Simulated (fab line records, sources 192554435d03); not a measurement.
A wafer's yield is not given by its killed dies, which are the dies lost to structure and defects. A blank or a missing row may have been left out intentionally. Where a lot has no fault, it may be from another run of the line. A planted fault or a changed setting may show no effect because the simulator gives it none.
What tool caused it? :: flow n5Finfet :: Sampling: 10 lots, 29 wafers, 5 of 1938 route steps

== WHAT EACH GAUGE READ, for each wafer ==
N5_ZERO_LAYER_CD_MEAS_11: target cd 2000 nm. Usual: cdNm reads 1999.8 nm (standard deviation 1.2).
lot: L554
measured: day 1 12:46
on: cdSem-03
cdNm (nm): 1998.5 2000.9 2000.6
flag: 

lot: L555
measured: day 1 18:46
on: cdSem-01
cdNm (nm): 1998.7 1998.7 2000.2
flag: 

lot: L566
measured: day 4 12:38
on: cdSem-01
cdNm (nm): 1999.6 1999.5 1998.5
flag: 

lot: L567
measured: day 4 18:38
on: cdSem-02
cdNm (nm): 1998.6 1996.0 1999.6
flag: 

lot: L568
measured: day 5 00:47
on: cdSem-03
cdNm (nm): 2000.8 2000.2 2000.5
flag: 

lot: L571
measured: day 5 18:46
on: cdSem-01
cdNm (nm): 2001.6 1999.6 2000.8
flag: 

lot: L572
measured: day 6 00:47
on: cdSem-02
cdNm (nm): 2000.2 1997.9
flag: 

lot: L575
measured: day 6 18:47
on: cdSem-01
cdNm (nm): 1997.9 1998.8 1998.5
flag: 

lot: L576
measured: day 7 00:47
on: cdSem-02
cdNm (nm): 2001.3 2000.3 2001.1
flag: 

lot: L577
measured: day 7 06:38
on: cdSem-03
cdNm (nm): 2001.9 2002.4 2000.0
flag: 

N5_WELL_APT_INSPECT_10: inspects for defects (macro). Usual: rawDefectCount reads 2.1 (standard deviation 1.5).
lot: L554
measured: day 1 13:53
on: defectInspect-01
rawDefectCount: 0 3 3
flag: 

lot: L555
measured: day 1 20:01
on: defectInspect-01
rawDefectCount: 3 5 1
flag: 

lot: L566
measured: day 4 13:37
on: defectInspect-02
rawDefectCount: 1 0 2
flag: 

lot: L567
measured: day 4 19:37
on: defectInspect-02
rawDefectCount: 2 4 3
flag: 

lot: L568
measured: day 5 01:59
on: defectInspect-02
rawDefectCount: 3 2 2
flag: 

lot: L571
measured: day 5 19:44
on: defectInspect-01
rawDefectCount: 1 2 1
flag: 

lot: L572
measured: day 6 02:05
on: defectInspect-02
rawDefectCount: 1 4
flag: 

lot: L575
measured: day 6 20:01
on: defectInspect-01
rawDefectCount: 2 2 4
flag: 

lot: L576
measured: day 7 01:53
on: defectInspect-01
rawDefectCount: 3 2 4
flag: 

lot: L577
measured: day 7 08:10
on: defectInspect-01
rawDefectCount: 2 1 1
flag: 

N5_BEOL_M4_RC_MEAS_101. Usual: DIBL_N 36.2 mV/V, standard deviation 1.4; DIBL_P 36.1 mV/V, standard deviation 1.5; IOFF_N 0.153 nA/um, standard deviation 0.02; IOFF_P 0.215 nA/um, standard deviation 0.03; ION_N 672 uA/um, standard deviation 8.6; ION_P 463 uA/um, standard deviation 6.8; SS_N 71.5 mV/dec, standard deviation 0.47; SS_P 73.3 mV/dec, standard deviation 0.57; VT_N 250.6 mV, standard deviation 2.4; VT_P -249 mV, standard deviation 3.2.
lot: L554
measured: day 8 02:04
on: prober-01
DIBL_N (mV/V): 37.6 37.6 37.4
DIBL_P (mV/V): 37.9 38.2 37.4
IOFF_N (nA/um): 0.159 0.161 0.151
IOFF_P (nA/um): 0.247 0.259 0.246
ION_N (uA/um): 674 665 661
ION_P (uA/um): 474 465 464
SS_N (mV/dec): 72.6 72.1 72.0
SS_P (mV/dec): 72.9 73.1 73.3
VT_N (mV): 249.2 249.9 252.7
VT_P (mV): -247 -245 -247
flag: 

lot: L555
measured: day 8 01:47
on: prober-02
DIBL_N (mV/V): 34.2 36.8 33.5
DIBL_P (mV/V): 34.5 37.8 33.2
IOFF_N (nA/um): 0.138 0.194 0.126
IOFF_P (nA/um): 0.227 0.293 0.204
ION_N (uA/um): 667 698 671
ION_P (uA/um): 469 488 473
SS_N (mV/dec): 71.9 72.0 71.0
SS_P (mV/dec): 73.4 74.1 73.4
VT_N (mV): 252.3 244.4 253.8
VT_P (mV): -246 -244 -246
flag: 

lot: L566
measured: day 10 20:43
on: prober-01
DIBL_N (mV/V): 37.5 38.5 37.3
DIBL_P (mV/V): 36.8 37.2 36.3
IOFF_N (nA/um): 0.169 0.191 0.152
IOFF_P (nA/um): 0.260 0.276 0.245
ION_N (uA/um): 677 673 669
ION_P (uA/um): 472 468 466
SS_N (mV/dec): 71.7 72.2 72.2
SS_P (mV/dec): 73.5 73.2 73.3
VT_N (mV): 249.0 244.8 251.9
VT_P (mV): -247 -246 -245
flag: 

lot: L567
measured: day 11 04:24
on: prober-02
DIBL_N (mV/V): 37.3 36.6 38.5
DIBL_P (mV/V): 38.1 36.3 38.9
IOFF_N (nA/um): 0.159 0.147 0.178
IOFF_P (nA/um): 0.210 0.189 0.222
ION_N (uA/um): 678 674 682
ION_P (uA/um): 461 458 457
SS_N (mV/dec): 71.6 70.8 71.1
SS_P (mV/dec): 73.9 73.4 74.0
VT_N (mV): 249.5 253.1 247.0
VT_P (mV): -250 -251 -251
flag: 

lot: L568
measured: day 11 06:25
on: prober-01
DIBL_N (mV/V): 36.4 34.8 36.8
DIBL_P (mV/V): 34.2 32.8 35.0
IOFF_N (nA/um): 0.148 0.125 0.151
IOFF_P (nA/um): 0.204 0.186 0.219
ION_N (uA/um): 672 666 671
ION_P (uA/um): 460 462 464
SS_N (mV/dec): 71.7 71.0 71.2
SS_P (mV/dec): 72.3 73.0 72.6
VT_N (mV): 250.5 254.5 252.0
VT_P (mV): -250 -249 -248
flag: 

lot: L571
measured: day 12 01:34
on: prober-01
DIBL_N (mV/V): 35.1 36.4 36.7
DIBL_P (mV/V): 35.4 36.6 36.7
IOFF_N (nA/um): 0.147 0.162 0.179
IOFF_P (nA/um): 0.227 0.255 0.257
ION_N (uA/um): 675 664 673
ION_P (uA/um): 465 462 465
SS_N (mV/dec): 71.9 71.5 72.6
SS_P (mV/dec): 73.4 74.4 73.9
VT_N (mV): 252.7 251.6 250.0
VT_P (mV): -247 -245 -244
flag: 

lot: L572
measured: day 12 12:50
on: prober-02
DIBL_N (mV/V): 34.2 34.9
DIBL_P (mV/V): 34.1 35.8
IOFF_N (nA/um): 0.130 0.148
IOFF_P (nA/um): 0.173 0.189
ION_N (uA/um): 667 682
ION_P (uA/um): 460 460
SS_N (mV/dec): 71.3 70.9
SS_P (mV/dec): 73.0 73.8
VT_N (mV): 253.5 249.9
VT_P (mV): -253 -252
flag: 

lot: L575
measured: day 13 09:07
on: prober-02
DIBL_N (mV/V): 36.7 36.4 37.6
DIBL_P (mV/V): 37.1 36.2 37.5
IOFF_N (nA/um): 0.156 0.150 0.176
IOFF_P (nA/um): 0.239 0.224 0.252
ION_N (uA/um): 683 676 693
ION_P (uA/um): 472 470 475
SS_N (mV/dec): 70.9 71.2 71.9
SS_P (mV/dec): 73.3 72.1 73.3
VT_N (mV): 252.4 250.8 249.7
VT_P (mV): -248 -249 -246
flag: 

lot: L576
measured: day 13 08:04
on: prober-02
DIBL_N (mV/V): 35.3 34.6 34.8
DIBL_P (mV/V): 34.7 34.2 34.0
IOFF_N (nA/um): 0.139 0.141 0.134
IOFF_P (nA/um): 0.193 0.188 0.191
ION_N (uA/um): 673 679 679
ION_P (uA/um): 460 464 464
SS_N (mV/dec): 71.3 70.8 71.5
SS_P (mV/dec): 73.2 74.3 73.3
VT_N (mV): 253.2 253.1 251.2
VT_P (mV): -250 -254 -251
flag: 

lot: L577
measured: day 13 14:23
on: prober-01
DIBL_N (mV/V): 34.1 36.1 35.6
DIBL_P (mV/V): 35.2 37.2 36.6
IOFF_N (nA/um): 0.146 0.166 0.160
IOFF_P (nA/um): 0.200 0.217 0.213
ION_N (uA/um): 676 667 676
ION_P (uA/um): 467 462 461
SS_N (mV/dec): 70.4 71.7 71.5
SS_P (mV/dec): 73.2 73.4 73.7
VT_N (mV): 249.4 249.0 250.4
VT_P (mV): -249 -247 -251
flag: 

== WHAT TOOL EACH LOT RAN ON (gives the tool, then ch and the chambers of the sampled wafers, and finally the start) ==
lot: L554
N5_ZERO_LAYER_PECVD_02: pecvd-01 ch 0,1,2, day 1 12:19
N5_ZERO_LAYER_STRIP_24: plasmaAsher-02 ch 0,1, day 1 13:02

lot: L555
N5_ZERO_LAYER_PECVD_02: pecvd-04 ch 0,1,2, day 1 18:17
N5_ZERO_LAYER_STRIP_24: plasmaAsher-02 ch 0,1, day 1 19:10

lot: L566
N5_ZERO_LAYER_PECVD_02: pecvd-01 ch 1,2, day 4 12:17
N5_ZERO_LAYER_STRIP_24: plasmaAsher-02 ch 0,1, day 4 12:53

lot: L567
N5_ZERO_LAYER_PECVD_02: pecvd-04 ch 0,1,2, day 4 18:17
N5_ZERO_LAYER_STRIP_24: plasmaAsher-01 ch 0,1, day 4 18:53

lot: L568
N5_ZERO_LAYER_PECVD_02: pecvd-01 ch 0,1, day 5 00:17
N5_ZERO_LAYER_STRIP_24: plasmaAsher-02 ch 0,1, day 5 01:08

lot: L571
N5_ZERO_LAYER_PECVD_02: pecvd-04 ch 0,1,2, day 5 18:17
N5_ZERO_LAYER_STRIP_24: plasmaAsher-01 ch 0,1, day 5 19:01

lot: L572
N5_ZERO_LAYER_PECVD_02: pecvd-03 ch 0,1, day 6 00:18
N5_ZERO_LAYER_STRIP_24: plasmaAsher-02 ch 0,1, day 6 01:14

lot: L575
N5_ZERO_LAYER_PECVD_02: pecvd-03 ch 1,2, day 6 18:17
N5_ZERO_LAYER_STRIP_24: plasmaAsher-02 ch 0,1, day 6 19:02

lot: L576
N5_ZERO_LAYER_PECVD_02: pecvd-04 ch 0,1, day 7 00:17
N5_ZERO_LAYER_STRIP_24: plasmaAsher-02 ch 0,1, day 7 01:02

lot: L577
N5_ZERO_LAYER_PECVD_02: pecvd-04 ch 0,1, day 7 06:17
N5_ZERO_LAYER_STRIP_24: plasmaAsher-01 ch 0,1, day 7 07:20
- N5_ZERO_LAYER_PECVD_02: deposits SiO2 from SiH4/N2O, target thk 10 nm, time 6 s.
- N5_ZERO_LAYER_STRIP_24: strips in O2.

== AS READ BY THE TOOLS THEMSELVES (means over the sampled wafers that have a number; for cases with no such wafer, the mark the record gives instead) ==
N5_ZERO_LAYER_PECVD_02. Usual: heaterPowerOuterW 448 W, standard deviation 65; heaterPowerW 758 W, standard deviation 98; showerheadPlenumPTorr 8.11 Torr, standard deviation 0.11.
lot: L554
tool: pecvd-01
heaterPowerOuterW (W): 426
heaterPowerW (W): 711
showerheadPlenumPTorr (Torr): 8.05
flag: 

lot: L555
tool: pecvd-04
heaterPowerOuterW (W): 412
heaterPowerW (W): 712
showerheadPlenumPTorr (Torr): 8.12
flag: 

lot: L566
tool: pecvd-01
heaterPowerOuterW (W): 458
heaterPowerW (W): 759
showerheadPlenumPTorr (Torr): 8.13
flag: 

lot: L567
tool: pecvd-04
heaterPowerOuterW (W): 447
heaterPowerW (W): 771
showerheadPlenumPTorr (Torr): 8.11
flag: 

lot: L568
tool: pecvd-01
heaterPowerOuterW (W): 429
heaterPowerW (W): 731
showerheadPlenumPTorr (Torr): 8.02
flag: 

lot: L571
tool: pecvd-04
heaterPowerOuterW (W): 459
heaterPowerW (W): 762
showerheadPlenumPTorr (Torr): 8.11
flag: 

lot: L572
tool: pecvd-03
heaterPowerOuterW (W): 532
heaterPowerW (W): 898
showerheadPlenumPTorr (Torr): 8.15
flag: 

lot: L575
tool: pecvd-03
heaterPowerOuterW (W): 437
heaterPowerW (W): 751
showerheadPlenumPTorr (Torr): 8.18
flag: 

lot: L576
tool: pecvd-04
heaterPowerOuterW (W): 546
heaterPowerW (W): 896
showerheadPlenumPTorr (Torr): 8.03
flag: 

lot: L577
tool: pecvd-04
heaterPowerOuterW (W): 468
heaterPowerW (W): 805
showerheadPlenumPTorr (Torr): 8.08
flag: 

N5_ZERO_LAYER_STRIP_24. Usual: chamberPressureMTorr 1000.0 mTorr, standard deviation 0.94; drypumpMotorCurrentA 6.2 A, standard deviation 0.3; heaterPowerW 325 W, standard deviation 19; oesProductAu 0.647 a.u., standard deviation 0.0045; stripTimeToEndpointS 43.89 s, standard deviation 0.097.
lot: L554
tool: plasmaAsher-02
chamberPressureMTorr (mTorr): 1000.1
drypumpMotorCurrentA (A): 6.1
heaterPowerW (W): 341
oesProductAu (a.u.): 0.647
stripTimeToEndpointS (s): 43.91
flag: 

lot: L555
tool: plasmaAsher-02
chamberPressureMTorr (mTorr): 1000.1
drypumpMotorCurrentA (A): 6.0
heaterPowerW (W): 344
oesProductAu (a.u.): 0.648
stripTimeToEndpointS (s): 43.98
flag: 

lot: L566
tool: plasmaAsher-02
chamberPressureMTorr (mTorr): -
drypumpMotorCurrentA (A): -
heaterPowerW (W): -
oesProductAu (a.u.): -
stripTimeToEndpointS (s): -
flag: OFF

lot: L567
tool: plasmaAsher-01
chamberPressureMTorr (mTorr): -
drypumpMotorCurrentA (A): -
heaterPowerW (W): -
oesProductAu (a.u.): -
stripTimeToEndpointS (s): -
flag: OFF

lot: L568
tool: plasmaAsher-02
chamberPressureMTorr (mTorr): -
drypumpMotorCurrentA (A): -
heaterPowerW (W): -
oesProductAu (a.u.): -
stripTimeToEndpointS (s): -
flag: OFF

lot: L571
tool: plasmaAsher-01
chamberPressureMTorr (mTorr): 999.2
drypumpMotorCurrentA (A): 6.5
heaterPowerW (W): 309
oesProductAu (a.u.): 0.648
stripTimeToEndpointS (s): 43.93
flag: 

lot: L572
tool: plasmaAsher-02
chamberPressureMTorr (mTorr): 999.9
drypumpMotorCurrentA (A): 6.1
heaterPowerW (W): 338
oesProductAu (a.u.): 0.639
stripTimeToEndpointS (s): 43.84
flag: 

lot: L575
tool: plasmaAsher-02
chamberPressureMTorr (mTorr): 1000.7
drypumpMotorCurrentA (A): 6.1
heaterPowerW (W): 343
oesProductAu (a.u.): 0.651
stripTimeToEndpointS (s): 43.96
flag: 

lot: L576
tool: plasmaAsher-02
chamberPressureMTorr (mTorr): 999.1
drypumpMotorCurrentA (A): 6.0
heaterPowerW (W): 336
oesProductAu (a.u.): 0.646
stripTimeToEndpointS (s): 43.85
flag: 

lot: L577
tool: plasmaAsher-01
chamberPressureMTorr (mTorr): 999.4
drypumpMotorCurrentA (A): 6.3
heaterPowerW (W): 297
oesProductAu (a.u.): 0.647
stripTimeToEndpointS (s): 43.76
flag: 

== THE ANSWER, worked out from the rows above alone ==
Rule: a lot counts as off when the mean over its wafers that have a number is more than 3 standard deviations away from the usual mean. Also off: a lot with no number at a reading for which 4 or more lots have one. Any other lot the step has rows for is counted as sound. The gauges are gone through in route order, then the tools' own readings, and for those a lot's mean is taken as printed above. The first step at which some lot is off is used, and at that step the reading that is off furthest; a lot without a number counts as furthest.
Off: L566, L567, L568, at N5_ZERO_LAYER_STRIP_24 (chamberPressureMTorr). Without a number there: L566, L567, L568.
A tool fits if, at that step or a process step before it, it ran every lot that is off, and no sound lot after the first of them. None of those tried fits.

== WHAT HAD BEEN PUT IN BY THE SIMULATOR ==
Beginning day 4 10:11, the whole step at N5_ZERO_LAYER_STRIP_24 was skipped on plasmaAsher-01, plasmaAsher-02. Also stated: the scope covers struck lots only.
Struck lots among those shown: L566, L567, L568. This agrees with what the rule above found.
